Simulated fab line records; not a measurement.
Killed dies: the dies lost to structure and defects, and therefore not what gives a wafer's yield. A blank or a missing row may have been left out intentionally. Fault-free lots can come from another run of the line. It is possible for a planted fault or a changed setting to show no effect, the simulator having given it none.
Check of tool commonality | flow nand-harc | 27 wafers sampled across 9 lots

REASON IT WAS OPENED
Flagged at NHARC_END_SORT_01: reading killed-at-other, on 3 of 9 lots. Fault-free wafers read 1.1, with a standard deviation of 1.4.
Rule: a lot is flagged in two cases, either no wafer of it has a number, or all its wafers with numbers fall more than 4 standard deviations from that mean. All remaining lots are regarded as sound.

lot  | measured     | on        | killed-at-other, wafer by wafer | flag
L961 | day 25 15:55 | prober-02 | 0 0 0                           |
L967 | day 27 23:43 | prober-01 | 2 3 1                           |
L968 | day 28 11:58 | prober-01 | 66 71 71                        | FLAGGED
L970 | day 28 23:37 | prober-01 | 63 66 65                        | FLAGGED
L969 | day 29 04:22 | prober-02 | 70 62 72                        | FLAGGED
L979 | day 32 08:38 | prober-01 | 1 0 0                           |
L980 | day 33 11:46 | prober-02 | 0 1 3                           |
L982 | day 33 20:11 | prober-02 | 0 2 2                           |
L981 | day 33 20:57 | prober-01 | 4 1 0                           |
The numbers of the flagged lots are 67.3 on average: +66.2 against the usual, or +47 standard deviations.

TOOL THAT RAN EACH LOT
The record holds 4 process steps before the reading, out of a route of 1302 steps. Read each cell as the tool, then ch plus the chambers that the sampled wafers visited, then the start.
lot  | flag    | NHARC_A_BONDPAD_ETCH_24                       | NHARC_A_BONDPAD_ANNEAL_28        | NHARC_THIN_TSV_STRIP_45              | NHARC_THIN_TSV_DEGAS_49
L961 |         | rie-diel-03 ch 0,2,3, day 24 13:05 or earlier | rtp-anneal-02 ch 0, day 24 13:05 | plasma-asher-01 ch 0,1, day 25 01:24 | pvd-sputter-02, day 25 03:05
L967 |         | rie-diel-03 ch 0,2, day 26 19:22 or earlier   | rtp-anneal-01 ch 0, day 26 19:22 | plasma-asher-01 ch 1, day 27 09:44   | pvd-sputter-02, day 27 11:26
L968 | FLAGGED | rie-diel-03 ch 0,1, day 27 02:43 or earlier   | rtp-anneal-02 ch 0, day 27 02:43 | plasma-asher-01 ch 0,1, day 27 17:30 | pvd-sputter-01, day 27 19:08
L970 | FLAGGED | rie-diel-04 ch 1,2, day 27 14:10 or earlier   | rtp-anneal-01 ch 0, day 27 14:10 | plasma-asher-01 ch 0,1, day 28 05:41 | pvd-sputter-03, day 28 07:30
L969 | FLAGGED | rie-diel-08 ch 0,1,3, day 27 16:05 or earlier | rtp-anneal-02 ch 0, day 27 16:05 | plasma-asher-01 ch 0, day 28 04:42   | pvd-sputter-03, day 28 06:32
L979 |         | rie-diel-03 ch 0,1,3, day 31 03:54 or earlier | rtp-anneal-02 ch 0, day 31 03:54 | plasma-asher-02 ch 0,1, day 31 18:41 | pvd-sputter-03, day 31 20:25
L980 |         | rie-diel-03 ch 0,1,3, day 32 04:21 or earlier | rtp-anneal-01 ch 0, day 32 04:21 | plasma-asher-02 ch 0,1, day 32 21:18 | pvd-sputter-03, day 32 23:00
L982 |         | rie-diel-03 ch 0,1,2, day 32 13:39 or earlier | rtp-anneal-01 ch 0, day 32 13:39 | plasma-asher-01 ch 0,1, day 33 05:47 | pvd-sputter-02, day 33 07:33
L981 |         | rie-diel-03 ch 0,1,3, day 32 12:54 or earlier | rtp-anneal-01 ch 0, day 32 12:54 | plasma-asher-01 ch 1, day 33 04:41   | pvd-sputter-02, day 33 06:26
What the steps here do:
- NHARC_A_BONDPAD_ETCH_24: etches the open film in CF4/N2, target depth 30 nm, time 72.99 s.
- NHARC_A_BONDPAD_ANNEAL_28: time 90 s.
- NHARC_THIN_TSV_STRIP_45: strips in O2.
- NHARC_THIN_TSV_DEGAS_49: time 120 s.
- NHARC_END_SORT_01

FLAGGED OVER TOTAL, TOOL BY TOOL (the gauges that took the reading come last)
step                      | tool            | lots run | flagged | share of the flagged lots | sound lots run after its first flagged lot
NHARC_A_BONDPAD_ETCH_24   | rie-diel-03     | 7        | 1       | some                      | 4 (L979,L980,L981,L982)
NHARC_A_BONDPAD_ETCH_24   | rie-diel-04     | 1        | 1       | some                      | 0
NHARC_A_BONDPAD_ETCH_24   | rie-diel-08     | 1        | 1       | some                      | 0
NHARC_A_BONDPAD_ANNEAL_28 | rtp-anneal-01   | 5        | 1       | some                      | 3 (L980,L981,L982)
NHARC_A_BONDPAD_ANNEAL_28 | rtp-anneal-02   | 4        | 2       | some                      | 1 (L979)
NHARC_THIN_TSV_STRIP_45   | plasma-asher-01 | 7        | 3       | all                       | 2 (L981,L982)
NHARC_THIN_TSV_STRIP_45   | plasma-asher-02 | 2        | 0       | none                      | -
NHARC_THIN_TSV_DEGAS_49   | pvd-sputter-01  | 1        | 1       | some                      | 0
NHARC_THIN_TSV_DEGAS_49   | pvd-sputter-02  | 4        | 0       | none                      | -
NHARC_THIN_TSV_DEGAS_49   | pvd-sputter-03  | 4        | 2       | some                      | 2 (L979,L980)
NHARC_END_SORT_01         | prober-01       | 5        | 2       | some                      | 2 (L979,L981)
NHARC_END_SORT_01         | prober-02       | 4        | 1       | some                      | 2 (L980,L982)
NHARC_A_BONDPAD_ETCH_24 gives no start for some lots, so the hours and the order of its lots are those of NHARC_A_BONDPAD_ANNEAL_28.

WHAT THE TABLE PERMITS
Rows of the table that ran each flagged lot: 1, that is plasma-asher-01 at NHARC_THIN_TSV_STRIP_45.
- plasma-asher-01 at NHARC_THIN_TSV_STRIP_45: 3 of its 7 lots flagged. After the first flagged lot (L981, L982), sound lots still ran on it; a lasting fault on the whole tool would not permit that.
No row of the table ran every flagged lot and no sound lot after the first.

WHAT THE SIMULATOR PUT IN
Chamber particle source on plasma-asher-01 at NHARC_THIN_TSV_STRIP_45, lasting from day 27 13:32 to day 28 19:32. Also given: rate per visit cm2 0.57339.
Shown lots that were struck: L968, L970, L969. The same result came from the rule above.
